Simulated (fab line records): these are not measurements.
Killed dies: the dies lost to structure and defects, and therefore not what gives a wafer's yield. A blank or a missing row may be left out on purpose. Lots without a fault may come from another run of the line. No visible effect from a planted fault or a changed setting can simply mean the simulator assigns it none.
fab line records || flow n5_finfet
record: {"lots": 4, "wafers": 12, "last_day": 17}
route steps=1938 shown FIN_CUT@172 STI_FIN_REVEAL@183 DUMMY_GATE@212 BEOL_M4@1111 PASSIVATION@1936
lots that met no fault: taken from a fault-free run of the same line
start_h: start of the lot's first displayed wafer, in hours after the record's first day || wait_h: hours since the lot's step before || " the same as in the row above || L1.1+2: one row covering several wafers at once || - no value, or no start was given || * or withheld: withheld || < > ~ a bound
route shown NAME@n: NAME is a module with steps in the file, n the number in the route of the first one || usual: mean/standard deviation taken from wafers without a fault || same: alike in all rows || chamber/n: place in a boat || sites: the reading at each site || _std_site: the standard deviation of these || _edge_site: inner sites' mean taken away from outer sites' mean || radius_mm: how far each site lies from the wafer's centre || mask NAME#n: copy n || behind: the tool/chamber that last shaped the wafer || hold: cause of the lot's hold/its duration in hours/its outcome || device: whichever transistor did not switch (one of n, p or np) || end of line: the same wafers' tests at the end of the route || step lacking rows: just its recipe || killed: count of dies lost to structure and defects at first sort (not the wafer's yield) || map: the dies of a wafer, with x for killed, . for not killed, _ for no die there
set.NAME: the run value of the setting; set.NAME@STEP: its run value at that earlier step || model.NAME: the simulator's own value behind a step, which no gauge read
a table for each step, a row for each wafer; lots at some steps of the route
services: a tool's chamber out of use, with start hour (start_h, from the record's first day; less than 0 if before it), hours out, and reason
== steps ==
step: N5_FIN_CUT_STRIP_24
recipe: {"chemistry": "CF4", "resist": "SiARC", "power_w": 300, "bias_power_w": 75, "pressure_mtorr": 50, "cf4_flow_sccm": 150, "rf_frequency_hz": 6e+07}
step: N5_FIN_CUT_CUT_ETCH_26
recipe: {"chemistry": "CH3F/O2", "target": "SiNx", "target_depth_a": 390, "mask_material": "SOC", "time_s": 55.7, "pressure_mtorr": 30, "source_w": 395, "bias_w": 73, "Ar_flow_sccm": 150, "CH3F_flow_sccm": 30, "O2_flow_sccm": 20, "ion_energy_ev": 120}
step: N5_FIN_CUT_CUT_ETCH_27
recipe: {"chemistry": "CHF3/O2", "target": "SiO2", "target_depth_a": 40, "mask_material": "SOC", "overetch_a": 20, "time_s": 4.9, "pressure_mtorr": 30, "source_w": 650, "bias_w": 170, "Ar_flow_sccm": 200, "CHF3_flow_sccm": 50, "O2_flow_sccm": 5, "ion_energy_ev": 200}
step: N5_FIN_CUT_PRECLEAN_35
recipe: {"time_s": 13.3, "temp_c": 45, "pressure_torr": 125, "p_hf_torr": 3, "p_coreactant_torr": 25, "chemistry": "vHF"}
step: N5_FIN_CUT_CUT_ETCH_15
recipe: {"chemistry": "HBr/Cl2/O2", "target": "Si", "target_depth_a": 1000, "bt_time_s": 10, "mask_material": "SOC", "time_s": 42.4, "ion_energy_ev": "*", "bias_w": "*", "pressure_mtorr": 10, "icp_w": 800, "HBr_flow_sccm": 150, "Cl2_flow_sccm": 80, "O2_flow_sccm": 12}
step: N5_FIN_CUT_CUT_ETCH_28
recipe: {"chemistry": "HBr/Cl2/O2", "target": "Si", "target_depth_a": 60, "mask_material": "SOC", "time_s": 2.4, "ion_energy_ev": "*", "bias_w": "*", "pressure_mtorr": 10, "icp_w": 800, "HBr_flow_sccm": 150, "Cl2_flow_sccm": 80, "O2_flow_sccm": 12}
step: N5_FIN_CUT_STRIP_22
recipe: {"chemistry": "N2/H2", "power_w": 500, "temp_c": 40, "pressure_mtorr": 50, "rf_frequency_hz": 6e+07, "overash_fraction": 0.3, "bias_power_w": 8, "h2_frac": 0.5, "n2_flow_sccm": 300, "h2_flow_sccm": 300}
step: N5_FIN_CUT_PRECLEAN_36
recipe: {"chemistry": "O3/DIW", "time_s": 60, "temp_c": 22, "o3_ppm": 10}
step: N5_FIN_CUT_SRD_32
recipe: {"dry": "ipa_marangoni", "time_s": 30, "temp_c": 23, "rinse_liquid": "diw"}
step: N5_FIN_CUT_UV_OZONE_34
recipe: {"time_s": 120, "pressure_torr": 760, "temp_c": 25}
step: N5_STI_FIN_REVEAL_ALD_00
recipe: {"material": "SiO2", "target_thk_a": 10, "temp_c": 300, "ald_precursor_family": "BDEAS", "ald_co_reactant": "O2-plasma", "pulse_time_s": 1, "pressure_torr": 2}
step: N5_STI_FIN_REVEAL_ALD_14
recipe: {"material": "Si3N4", "target_thk_a": 30, "temp_c": 400, "ald_precursor_family": "SiH2I2", "ald_co_reactant": "N2/H2-plasma", "pressure_torr": 2}
usual: {"chamber_pressure_Torr": "2.000/0.0042", "heater_power_outer_w": "514/51", "heater_power_w": "830/81", "susceptor_temp_C": "400.03/0.21"}
{"lot.wafer": "L544.1", "tool": "ald_sin-02", "chamber": 3, "start_h": 58.44, "wait_h": 0.0, "chamber_pressure_Torr": "-", "heater_power_outer_w": "-", "heater_power_w": "-", "susceptor_temp_C": "-"}
{"lot.wafer": "L544.3", "tool": "ald_sin-02", "chamber": 0, "start_h": 58.44, "wait_h": 0.0, "chamber_pressure_Torr": "-", "heater_power_outer_w": "-", "heater_power_w": "-", "susceptor_temp_C": "-"}
{"lot.wafer": "L544.5", "tool": "ald_sin-02", "chamber": 2, "start_h": 58.44, "wait_h": 0.0, "chamber_pressure_Torr": "-", "heater_power_outer_w": "-", "heater_power_w": "-", "susceptor_temp_C": "-"}
{"lot.wafer": "L545.3", "tool": "ald_sin-03", "chamber": 0, "start_h": 65.75, "wait_h": 0.0, "chamber_pressure_Torr": "-", "heater_power_outer_w": "-", "heater_power_w": "-", "susceptor_temp_C": "-"}
{"lot.wafer": "L545.5", "tool": "ald_sin-03", "chamber": 0, "start_h": 65.75, "wait_h": 0.0, "chamber_pressure_Torr": "-", "heater_power_outer_w": "-", "heater_power_w": "-", "susceptor_temp_C": "-"}
{"lot.wafer": "L545.6", "tool": "ald_sin-03", "chamber": 1, "start_h": 65.75, "wait_h": 0.0, "chamber_pressure_Torr": "-", "heater_power_outer_w": "-", "heater_power_w": "-", "susceptor_temp_C": "-"}
{"lot.wafer": "L553.1", "tool": "ald_sin-03", "chamber": 1, "start_h": 112.00, "wait_h": 0.0, "chamber_pressure_Torr": 2.000, "heater_power_outer_w": 499, "heater_power_w": 836, "susceptor_temp_C": 400.15}
{"lot.wafer": "L553.3", "tool": "ald_sin-03", "chamber": 0, "start_h": 112.00, "wait_h": 0.0, "chamber_pressure_Torr": 1.998, "heater_power_outer_w": 553, "heater_power_w": 902, "susceptor_temp_C": 399.85}
{"lot.wafer": "L553.6", "tool": "ald_sin-03", "chamber": 0, "start_h": 112.00, "wait_h": 0.0, "chamber_pressure_Torr": 2.000, "heater_power_outer_w": 553, "heater_power_w": 938, "susceptor_temp_C": 400.21}
{"lot.wafer": "L559.3", "tool": "ald_sin-03", "chamber": 2, "start_h": 149.80, "wait_h": 0.0, "chamber_pressure_Torr": 2.001, "heater_power_outer_w": 528, "heater_power_w": 843, "susceptor_temp_C": 400.13}
{"lot.wafer": "L559.4", "tool": "ald_sin-03", "chamber": 1, "start_h": 149.80, "wait_h": 0.0, "chamber_pressure_Torr": 1.999, "heater_power_outer_w": 497, "heater_power_w": 855, "susceptor_temp_C": 399.89}
{"lot.wafer": "L559.5", "tool": "ald_sin-03", "chamber": 0, "start_h": 149.80, "wait_h": 0.0, "chamber_pressure_Torr": 2.001, "heater_power_outer_w": 549, "heater_power_w": 904, "susceptor_temp_C": 399.81}
step: N5_STI_FIN_REVEAL_FCVD_FILL_01
recipe: {"material": "SiO2_flowable", "target_thk_a": 3120, "temp_c": 100, "pressure_torr": 0.8, "rf_w": 2000, "time_s": 512.2}
step: N5_STI_FIN_REVEAL_DENSIFY_02
recipe: {"temp_c": 650, "ambient": "steam", "time_s": 1800, "idle_temp_c": 400, "densification_p_h2o_torr": 640}
step: N5_STI_FIN_REVEAL_CMP_04
recipe: {"stop_on": "Si3N4", "t_overpolish_s": 4, "down_force_psi": 2, "platen_rpm": 54.18, "post_cmp_clean": "alkaline_brush", "pad_velocity_m_s": 1.078, "target_thk_nm": 131.83}
step: N5_STI_FIN_REVEAL_DENSIFY_30
recipe: {"temp_c": "*", "time_s": "*", "ambient": "N2", "idle_temp_c": 600, "ramp_up_c_per_s": 150, "ramp_down_c_per_s": 60, "cool_to_c": 600}
step: N5_STI_FIN_REVEAL_ETCHBACK_08
recipe: {"chemistry": "C4F6/O2", "target": "SiO2", "target_depth_a": 305, "time_s": 10.167, "ion_energy_ev": 250, "pressure_mtorr": 30, "source_w": 345, "bias_w": 185, "Ar_flow_sccm": 300, "C4F6_flow_sccm": 10, "O2_flow_sccm": 10}
step: N5_STI_FIN_REVEAL_STRIP_24
recipe: {"chemistry": "N2/H2", "time_s": 90, "power_w": 100, "temp_c": 40, "pressure_mtorr": 100, "rf_frequency_hz": 6e+07, "bias_power_w": 3, "n2_flow_sccm": 300, "h2_flow_sccm": 300}
step: N5_STI_FIN_REVEAL_PRECLEAN_25
recipe: {"chemistry": "SPM", "time_s": 90, "temp_c": 120, "mix": "4:1"}
step: N5_STI_FIN_REVEAL_PRECLEAN_26
recipe: {"chemistry": "SC1", "time_s": 45, "temp_c": 46, "mix": "1:2:100"}
step: N5_STI_FIN_REVEAL_PRECLEAN_29
recipe: {"chemistry": "DHF", "time_s": 30, "temp_c": 25, "dilution": "300:1"}
step: N5_STI_FIN_REVEAL_SRD_12
recipe: {"time_s": 30, "temp_c": 23, "rinse_liquid": "diw", "dry": "ipa_marangoni"}
step: N5_STI_FIN_REVEAL_RECESS_09
recipe: {"chemistry": "HF/NH3", "target": "SiO2", "afs_cycles": 11, "target_depth_a": 425, "temp_c": 30, "sublimation_temp_c": 180, "sublimation_time_s": 60}
step: N5_STI_FIN_REVEAL_STRIP_16
recipe: {"chemistry": "H3PO4", "material": "SiNx", "temp_c": 165, "target_depth_a": 238, "overetch_fraction": 0.4964, "dry": "ipa_marangoni"}
step: N5_STI_FIN_REVEAL_PRECLEAN_17
recipe: {"chemistry": "NF3:NH3", "afs_cycles": 1, "temp_c": 30, "time_s": 20, "sublimation_temp_c": 180, "sublimation_time_s": 60, "pressure_torr": 3, "rf_power_w": 30}
step: N5_STI_FIN_REVEAL_ETCH_34
recipe: {"chemistry": "H2", "mode": "isotropic", "material": "Si", "target": "Si", "target_depth_a": 9.7, "temp_c": 20, "pressure_mtorr": 4.5, "icp_w": 300, "bias_w": 0, "h2_flow_sccm": 7.5, "he_flow_sccm": 142.5}
step: N5_STI_FIN_REVEAL_OXIDATION_31
recipe: {"chemistry": "O2_PLASMA_REMOTE", "temp_c": 150, "time_s": 20, "pressure_mtorr": 1000, "source_power_w": 2000, "o2_flow_sccm": 3000}
step: N5_STI_FIN_REVEAL_PRECLEAN_32
recipe: {"chemistry": "NF3:NH3", "afs_cycles": 1, "temp_c": 30, "time_s": 20, "sublimation_temp_c": 180, "sublimation_time_s": 60, "pressure_torr": 3, "rf_power_w": 30}
step: N5_STI_FIN_REVEAL_STRIP_35
recipe: {"chemistry": "H3PO4", "material": "Si3N4", "temp_c": 165, "target_depth_a": 40, "time_s": 39}
step: N5_STI_FIN_REVEAL_SRD_21
recipe: {"dry": "ipa_marangoni", "time_s": 30, "temp_c": 23, "rinse_liquid": "diw"}
step: N5_STI_FIN_REVEAL_OXIDATION_33
recipe: {"chemistry": "O2_PLASMA_REMOTE", "temp_c": 150, "time_s": 20, "pressure_mtorr": 1000, "source_power_w": 2000, "o2_flow_sccm": 3000}
step: N5_STI_FIN_REVEAL_CLEAN_19
recipe: {"chemistry": "O3/DIW", "temp_c": 25, "time_s": 120, "o3_ppm": 10}
step: N5_STI_FIN_REVEAL_SRD_23
recipe: {"dry": "ipa_marangoni", "time_s": 30, "temp_c": 23, "rinse_liquid": "diw"}
step: N5_STI_FIN_REVEAL_PRECLEAN_18
recipe: {"chemistry": "SC2", "time_s": 45, "temp_c": 35, "mix": "1:1:50"}
step: N5_STI_FIN_REVEAL_SRD_28
recipe: {"dry": "ipa_marangoni", "time_s": 30, "temp_c": 23, "rinse_liquid": "diw"}
step: N5_DUMMY_GATE_PRECLEAN_00
recipe: {"chemistry": "O3/DIW", "time_s": 60, "temp_c": 22, "o3_ppm": 10}
step: N5_DUMMY_GATE_SRD_01
recipe: {"time_s": 30, "temp_c": 23, "rinse_liquid": "diw", "dry": "ipa_marangoni"}
step: N5_BEOL_M4_RC_MEAS_101
usual: {"DIBL_N": "35.9/1.3", "DIBL_P": "36.3/1.5", "IOFF_N": "0.153/0.023", "IOFF_P": "0.208/0.028", "ION_N": "672/9.7", "ION_P": "462/6.6", "SS_N": "71.5/0.53", "SS_P": "73.3/0.59", "VT_N": "250.4/2.7", "VT_P": "-250.5/3"}
{"lot.wafer": "L544.1", "tool": "prober-02", "chamber": 0, "start_h": 211.49, "wait_h": 0.0, "DIBL_N[mV/V]": 33.8, "DIBL_P[mV/V]": 35.3, "IOFF_N[nA/um]": 0.121, "IOFF_P[nA/um]": 0.177, "ION_N[uA/um]": 653, "ION_P[uA/um]": 452, "SS_N[mV/dec]": 70.8, "SS_P[mV/dec]": 72.7, "VT_N[mV]": 253.2, "VT_P[mV]": -252.9}
{"lot.wafer": "L544.3", "tool": "prober-02", "chamber": 0, "start_h": 211.49, "wait_h": 0.0, "DIBL_N[mV/V]": 36.0, "DIBL_P[mV/V]": 38.1, "IOFF_N[nA/um]": 0.162, "IOFF_P[nA/um]": 0.213, "ION_N[uA/um]": 673, "ION_P[uA/um]": 461, "SS_N[mV/dec]": 71.6, "SS_P[mV/dec]": 73.9, "VT_N[mV]": 250.8, "VT_P[mV]": -253.0}
{"lot.wafer": "L544.5", "tool": "prober-02", "chamber": 0, "start_h": 211.49, "wait_h": 0.0, "DIBL_N[mV/V]": 34.1, "DIBL_P[mV/V]": 35.3, "IOFF_N[nA/um]": 0.120, "IOFF_P[nA/um]": 0.177, "ION_N[uA/um]": 646, "ION_P[uA/um]": 456, "SS_N[mV/dec]": 70.9, "SS_P[mV/dec]": 72.1, "VT_N[mV]": 255.5, "VT_P[mV]": -252.9}
{"lot.wafer": "L553.1", "tool": "prober-02", "chamber": 0, "start_h": 268.47, "wait_h": 0.0, "DIBL_N[mV/V]": 36.7, "DIBL_P[mV/V]": 38.0, "IOFF_N[nA/um]": 0.191, "IOFF_P[nA/um]": 0.263, "ION_N[uA/um]": 675, "ION_P[uA/um]": 471, "SS_N[mV/dec]": 72.1, "SS_P[mV/dec]": 73.4, "VT_N[mV]": 244.6, "VT_P[mV]": -242.8}
{"lot.wafer": "L553.3", "tool": "prober-02", "chamber": 0, "start_h": 268.47, "wait_h": 0.0, "DIBL_N[mV/V]": 36.0, "DIBL_P[mV/V]": 36.3, "IOFF_N[nA/um]": 0.167, "IOFF_P[nA/um]": 0.226, "ION_N[uA/um]": 677, "ION_P[uA/um]": 466, "SS_N[mV/dec]": 72.0, "SS_P[mV/dec]": 72.5, "VT_N[mV]": 249.2, "VT_P[mV]": -247.6}
{"lot.wafer": "L553.6", "tool": "prober-02", "chamber": 0, "start_h": 268.47, "wait_h": 0.0, "DIBL_N[mV/V]": 35.8, "DIBL_P[mV/V]": 36.3, "IOFF_N[nA/um]": 0.155, "IOFF_P[nA/um]": 0.229, "ION_N[uA/um]": 663, "ION_P[uA/um]": 459, "SS_N[mV/dec]": 71.7, "SS_P[mV/dec]": 72.9, "VT_N[mV]": 249.6, "VT_P[mV]": -249.3}
{"lot.wafer": "L559.3", "tool": "prober-01", "chamber": 0, "start_h": 309.51, "wait_h": 0.3, "DIBL_N[mV/V]": 36.2, "DIBL_P[mV/V]": 37.9, "IOFF_N[nA/um]": 0.171, "IOFF_P[nA/um]": 0.215, "ION_N[uA/um]": 677, "ION_P[uA/um]": 460, "SS_N[mV/dec]": 71.5, "SS_P[mV/dec]": 73.1, "VT_N[mV]": 247.6, "VT_P[mV]": -252.2}
{"lot.wafer": "L559.4", "tool": "prober-01", "chamber": 0, "start_h": 309.51, "wait_h": 0.3, "DIBL_N[mV/V]": 37.3, "DIBL_P[mV/V]": 39.3, "IOFF_N[nA/um]": 0.205, "IOFF_P[nA/um]": 0.246, "ION_N[uA/um]": 695, "ION_P[uA/um]": 468, "SS_N[mV/dec]": 72.1, "SS_P[mV/dec]": 74.6, "VT_N[mV]": 245.8, "VT_P[mV]": -247.5}
{"lot.wafer": "L559.5", "tool": "prober-01", "chamber": 0, "start_h": 309.51, "wait_h": 0.3, "DIBL_N[mV/V]": 32.8, "DIBL_P[mV/V]": 34.5, "IOFF_N[nA/um]": 0.116, "IOFF_P[nA/um]": 0.166, "ION_N[uA/um]": 664, "ION_P[uA/um]": 454, "SS_N[mV/dec]": 70.9, "SS_P[mV/dec]": 72.5, "VT_N[mV]": 256.3, "VT_P[mV]": -254.4}
step: N5_PASSIVATION_PROBE_49
usual: {"defect_limited_yield": "91.1/1.5", "killed_at_M0_to_M3": "35/9.5", "killed_at_M4_up": "13/5.2", "killed_at_contacts": "12/6.1", "killed_at_front_end": "41/14", "killed_at_other": "3.8/2.9", "killed_dies": "105/17", "killed_on_rim": "13/4.1", "killed_open": "70/13", "killed_short": "33/8.4", "sort_bin_5_function": "5.1/0.97", "sort_bin_6_memory": "3.4/0.69", "sort_n_pass": "1075/17", "sort_yield_pct": "91.1/1.5"}
same: {"gross_dies": 1180, "killed_at_back_side": 0, "sort_bin_4_leakage[%]": 0, "sort_bin_8_speed[%]": 0}
{"lot.wafer": "L544.1", "tool": "prober-01", "chamber": "-", "start_h": 318.42, "wait_h": 0.0, "defect_limited_yield[%]": 52.0, "killed_at_M0_to_M3": 19, "killed_at_M4_up": 13, "killed_at_contacts": 4, "killed_at_front_end": 527, "killed_at_other": 3, "killed_dies": 566, "killed_on_rim": 81, "killed_open": 60, "killed_short": 19, "sort_bin_5_function[%]": 45.3, "sort_bin_6_memory[%]": 2.5, "sort_n_pass": 614, "sort_yield_pct[%]": 52.0}
{"lot.wafer": "L544.3", "tool": "prober-01", "chamber": "-", "start_h": 318.52, "wait_h": 0.1, "defect_limited_yield[%]": 51.6, "killed_at_M0_to_M3": 43, "killed_at_M4_up": 8, "killed_at_contacts": 14, "killed_at_front_end": 503, "killed_at_other": 3, "killed_dies": 571, "killed_on_rim": 137, "killed_open": 58, "killed_short": 37, "sort_bin_5_function[%]": 45.3, "sort_bin_6_memory[%]": 2.9, "sort_n_pass": 609, "sort_yield_pct[%]": 51.6}
{"lot.wafer": "L544.5", "tool": "prober-01", "chamber": "-", "start_h": 318.62, "wait_h": 0.2, "defect_limited_yield[%]": 49.2, "killed_at_M0_to_M3": 39, "killed_at_M4_up": 15, "killed_at_contacts": 17, "killed_at_front_end": 529, "killed_at_other": 0, "killed_dies": 600, "killed_on_rim": 32, "killed_open": 85, "killed_short": 41, "sort_bin_5_function[%]": 46.4, "sort_bin_6_memory[%]": 4.1, "sort_n_pass": 580, "sort_yield_pct[%]": 49.2}
{"lot.wafer": "L553.1", "tool": "prober-01", "chamber": "-", "start_h": 369.44, "wait_h": 0.0, "defect_limited_yield[%]": 92.5, "killed_at_M0_to_M3": 29, "killed_at_M4_up": 14, "killed_at_contacts": 9, "killed_at_front_end": 29, "killed_at_other": 8, "killed_dies": 89, "killed_on_rim": 13, "killed_open": 57, "killed_short": 32, "sort_bin_5_function[%]": 4.2, "sort_bin_6_memory[%]": 3.2, "sort_n_pass": 1091, "sort_yield_pct[%]": 92.5}
{"lot.wafer": "L553.3", "tool": "prober-01", "chamber": "-", "start_h": 369.54, "wait_h": 0.1, "defect_limited_yield[%]": 91.7, "killed_at_M0_to_M3": 40, "killed_at_M4_up": 10, "killed_at_contacts": 9, "killed_at_front_end": 38, "killed_at_other": 1, "killed_dies": 98, "killed_on_rim": 16, "killed_open": 61, "killed_short": 36, "sort_bin_5_function[%]": 4.6, "sort_bin_6_memory[%]": 3.5, "sort_n_pass": 1082, "sort_yield_pct[%]": 91.7}
{"lot.wafer": "L553.6", "tool": "prober-01", "chamber": "-", "start_h": 369.69, "wait_h": 0.3, "defect_limited_yield[%]": 91.3, "killed_at_M0_to_M3": 41, "killed_at_M4_up": 14, "killed_at_contacts": 6, "killed_at_front_end": 42, "killed_at_other": 0, "killed_dies": 103, "killed_on_rim": 9, "killed_open": 54, "killed_short": 45, "sort_bin_5_function[%]": 4.8, "sort_bin_6_memory[%]": 3.7, "sort_n_pass": 1077, "sort_yield_pct[%]": 91.3}
{"lot.wafer": "L559.3", "tool": "prober-01", "chamber": "-", "start_h": 417.76, "wait_h": 0.1, "defect_limited_yield[%]": 93.1, "killed_at_M0_to_M3": 22, "killed_at_M4_up": 24, "killed_at_contacts": 6, "killed_at_front_end": 27, "killed_at_other": 2, "killed_dies": 81, "killed_on_rim": 9, "killed_open": 56, "killed_short": 25, "sort_bin_5_function[%]": 3.9, "sort_bin_6_memory[%]": 2.9, "sort_n_pass": 1099, "sort_yield_pct[%]": 93.1}
{"lot.wafer": "L559.4", "tool": "prober-01", "chamber": "-", "start_h": 417.81, "wait_h": 0.2, "defect_limited_yield[%]": 92.8, "killed_at_M0_to_M3": 31, "killed_at_M4_up": 27, "killed_at_contacts": 3, "killed_at_front_end": 22, "killed_at_other": 2, "killed_dies": 85, "killed_on_rim": 12, "killed_open": 66, "killed_short": 19, "sort_bin_5_function[%]": 4.5, "sort_bin_6_memory[%]": 2.4, "sort_n_pass": 1095, "sort_yield_pct[%]": 92.8}
{"lot.wafer": "L559.5", "tool": "prober-01", "chamber": "-", "start_h": 417.86, "wait_h": 0.2, "defect_limited_yield[%]": 92.4, "killed_at_M0_to_M3": 30, "killed_at_M4_up": 29, "killed_at_contacts": 2, "killed_at_front_end": 29, "killed_at_other": 0, "killed_dies": 90, "killed_on_rim": 7, "killed_open": 54, "killed_short": 36, "sort_bin_5_function[%]": 5.3, "sort_bin_6_memory[%]": 2.3, "sort_n_pass": 1090, "sort_yield_pct[%]": 92.4}
killed by level:class
L544.1 STI_FIN_REVEAL:area_ald=485 STI_FIN_REVEAL:geometric_particle:open=14 DUMMY_GATE:geometric_particle:open=8 FIN_SAQP:geometric_particle:short=5 BEOL_M3:geometric_particle:open=5 BEOL_M8:geometric_particle:open=5 MOL_CONTACT_COAG:geometric_particle:open=4 BEOL_M1:geometric_particle:open=4
L544.3 STI_FIN_REVEAL:area_ald=475 BEOL_M3:geometric_particle:open=11 MOL_CONTACT_COAG:geometric_particle:open=10 BEOL_M0_SAQP:geometric_particle:short=9 FIN_SAQP:geometric_particle:short=6 GATE_CUT:geometric_particle:short=6 BEOL_M2:geometric_particle:open=5 STI_FIN_REVEAL:geometric_particle:open=4
L544.5 STI_FIN_REVEAL:area_ald=474 FIN_SAQP:geometric_particle:open=21 MOL_CONTACT_COAG:geometric_particle:open=14 FIN_SAQP:geometric_particle:short=12 BEOL_M3:geometric_particle:short=10 STI_FIN_REVEAL:geometric_particle:open=9 BEOL_M3:geometric_particle:open=7 BEOL_M4:geometric_particle:open=7
L553.1 MOL_CONTACT_COAG:geometric_particle:open=9 BEOL_M0_SAQP:geometric_particle:short=7 BEOL_M6:geometric_particle:open=7 BEOL_M3:geometric_particle:open=6 FIN_SAQP:geometric_particle:open=5 MIM_TOP_ETCH:geometric_particle:short=5 STI_FIN_REVEAL:geometric_particle:open=4 DUMMY_GATE:geometric_particle:open=4
L553.3 BEOL_M0_SAQP:geometric_particle:short=15 BEOL_M0_SAQP:geometric_particle:open=9 FIN_SAQP:geometric_particle:open=7 FIN_SAQP:geometric_particle:short=7 MOL_CONTACT_COAG:geometric_particle:open=7 BEOL_M1:geometric_particle:open=7 STI_FIN_REVEAL:geometric_particle:open=6 GATE_CUT:geometric_particle:open=4
L553.6 FIN_SAQP:geometric_particle:short=11 BEOL_M1:geometric_particle:open=11 BEOL_M0_SAQP:geometric_particle:short=6 BEOL_M3:geometric_particle:open=6 STI_FIN_REVEAL:geometric_particle:open=5 MOL_CONTACT_COAG:geometric_particle:open=5 STARTING-WAFER:geometric_particle:short=5 FIN_SAQP:geometric_particle:open=4
L559.3 BEOL_M4:geometric_particle:open=10 DUMMY_GATE:geometric_particle:open=7 MOL_CONTACT_COAG:geometric_particle:open=6 BEOL_M0_SAQP:geometric_particle:short=6 STI_FIN_REVEAL:geometric_particle:open=5 BEOL_M3:geometric_particle:open=5 BEOL_M0_SAQP:geometric_particle:open=4 FIN_SAQP:geometric_particle:short=3
L559.4 BEOL_M4:geometric_particle:open=12 BEOL_M0_SAQP:geometric_particle:open=8 BEOL_M3:geometric_particle:open=8 STI_FIN_REVEAL:geometric_particle:open=6 BEOL_M2:geometric_particle:open=6 BEOL_M1:geometric_particle:open=5 FIN_SAQP:geometric_particle:short=4 BEOL_M8:geometric_particle:open=4
L559.5 BEOL_M4:geometric_particle:open=11 BEOL_M0_SAQP:geometric_particle:short=7 STI_FIN_REVEAL:geometric_particle:open=6 BEOL_M3:geometric_particle:open=5 BEOL_M5:geometric_particle:open=5 GATE_CUT:geometric_particle:short=4 BEOL_M0_SAQP:geometric_particle:open=4 BEOL_M1:geometric_particle:open=4
map L544.5 (x killed, . not)
_________________........x...________________
______________xxx....x..xx.x...._____________
___________xx....x..x............x.__________
__________.......x..x..............._________
________x...xx..xx.xxxx....xxx......x._______
_______...x.xx.x....xxx....xx......x..x______
______x.x..x.x..xxx..xx...x..xx....x.x.._____
_____x.xx.xx..xxx.xx.xxx.x.xx..........x.____
____........x..xxx.xxxxxxxxxx.xx....x.x...___
___...xx.xxxxxxx.xxxxx.xxxxx.x....xx.......__
___.......x.xxxxxx.x.x.xxxxxxxx..x.........__
__x.xx.xxxxxxxxxxxxx..xxxxxx..xxx..xx......._
__..xxx.xx.xxxxxxx.xxxxx.xxx.xx.xxxxxx...x.._
_...xxx...xxxxxxx.xxxxxxx.xx...xxxxx.xx......
_...x.x.xxxxxxxxxxxxxxxxxxxxxx..xxx.xxx.....x
_x...xxx.xxxxxxxx.xxxxxxx.xxxx.x...x..x......
_..xx..x.x.xx.xxxxxxxxxxxxxxx.xxx.x.x...x....
_..x.xxxxxxx.xxxxxxxxxxxx.xxxxxx.x...x.x.....
_x...x..xx.x.xxxxxxxxxxxx..xx..xx.xxx..x.....
_.x.xxxxxxxxxxxxxxxxxxxx.xxxxx.x.x...x.x.....
_xx..xxxxxxxxx.xxxxxx.xx.xx.xxxxxx...x.....x.
__...xxxxx..xxxxxxxxxxxx.xxxxx.x.xx.x..xx..._
__....x.xxxxxxx.xxxxxxxx.xxxx..x...xx..xx..x_
___....xx.x.xxxxxxxxxxxxxxxxxxxxx.xx....x..__
___..xxx..xxxx.xxxxxxx.xxxx.xx.xx....x....x__
____x..x.x.x.xx.xx.x.xx..xxxxxx..x........___
_____....x.x..xxxx.xxxx.x.xxxx.x...x..xx.____
______...xxx...x.xxx.xx..x.x..x...x.x..._____
_______...x...x..x....xx..x.x.xxxx.x...______
________........x..x.x.x.x....xxx....._______
__________...x.x..x.xx.............._________
___________x....x....x..x......xx.x__________
______________..xx......x......._____________
_________________xx..........________________
map L553.6 (x killed, . not)
_________________x...........________________
______________...........x......_____________
___________.....x.x....x...........__________
__________............x.x..x..x....._________
________...............x.........x.x.._______
_______..x.............................______
______........................x....x..x._____
_____.......x............................____
____.....................x.x........x..xx.___
___...................x......x....x........__
___.........xx...........x...............x.__
__..............x...........x.......x......._
__.x.....x..x..........................x...._
_..............x.x....x...x..................
_..............x...................x...x.....
_.......................................x....
_...........x..x..x................x........x
_........................x...........x.......
_...........x.....x....................x.....
_............x.......x..xx..............x...x
_......x.....................x...............
__......................x.x................._
__...x.x.............x......x..........x.x.._
___...x..........x...x......xx.............__
___.................x..x..x...x........x.x.__
____.......x....x.x...........x...........___
_____....x...........x.....x.xx.x........____
______.............x...................._____
_______...x..................x.........______
________.........x........x........x.._______
__________...........xx.......x.x..._________
___________........................__________
______________......x..........._____________
_________________.x..........________________
== services ==
{"tool": "ald_sin-02", "chamber": "-", "start_h": 42.57, "hours": 14.6, "kind": "pm"}
{"tool": "ald_sin-02", "chamber": "-", "start_h": 78.45, "hours": 1.6, "kind": "repair"}
{"tool": "ald_sin-03", "chamber": "-", "start_h": 83.95, "hours": 6.1, "kind": "pm"}
{"tool": "ald_sin-02", "chamber": "-", "start_h": 85.25, "hours": 14.0, "kind": "pm"}
{"tool": "ald_sin-02", "chamber": 0, "start_h": 85.25, "hours": 14.8, "kind": "vent_cycle"}
{"tool": "ald_sin-02", "chamber": 1, "start_h": 85.25, "hours": 73.7, "kind": "vent_cycle"}
{"tool": "ald_sin-02", "chamber": 2, "start_h": 85.25, "hours": 14.0, "kind": "vent_cycle"}
{"tool": "ald_sin-02", "chamber": 3, "start_h": 85.25, "hours": 14.0, "kind": "vent_cycle"}
{"tool": "ald_sin-02", "chamber": 2, "start_h": 99.25, "hours": "-", "kind": "clean"}
{"tool": "ald_sin-02", "chamber": 3, "start_h": 99.25, "hours": "-", "kind": "clean"}
== key ==
first_sign: {"step": "N5_STI_FIN_REVEAL_ALD_14", "reading": "tool_record", "direction": "missing"}
effect: {"step": "N5_PASSIVATION_PROBE_49", "reading": "sort_bin_5_function", "direction": "up", "sigmas": 42, "usual": 5.1, "struck": 45.7}
more_kills_born_at: {"N5_STI_FIN_REVEAL_ALD_14@ald_sin-02": 1433}
met_at N5_STI_FIN_REVEAL_ALD_14
struck_wafers L544.1,L544.3,L544.5,L545.3,L545.5,L545.6
rows_end L545.3,L545.5,L545.6
fault: {"kind": "skipped_step_whole", "tool": "ald_sin-02,ald_sin-03", "chamber": "-", "onset_h": 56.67, "steps": "N5_STI_FIN_REVEAL_ALD_14", "scope": "struck_lots_only"}
rows_end: these wafers met a further fault down the route, and their rows from its step on are left out
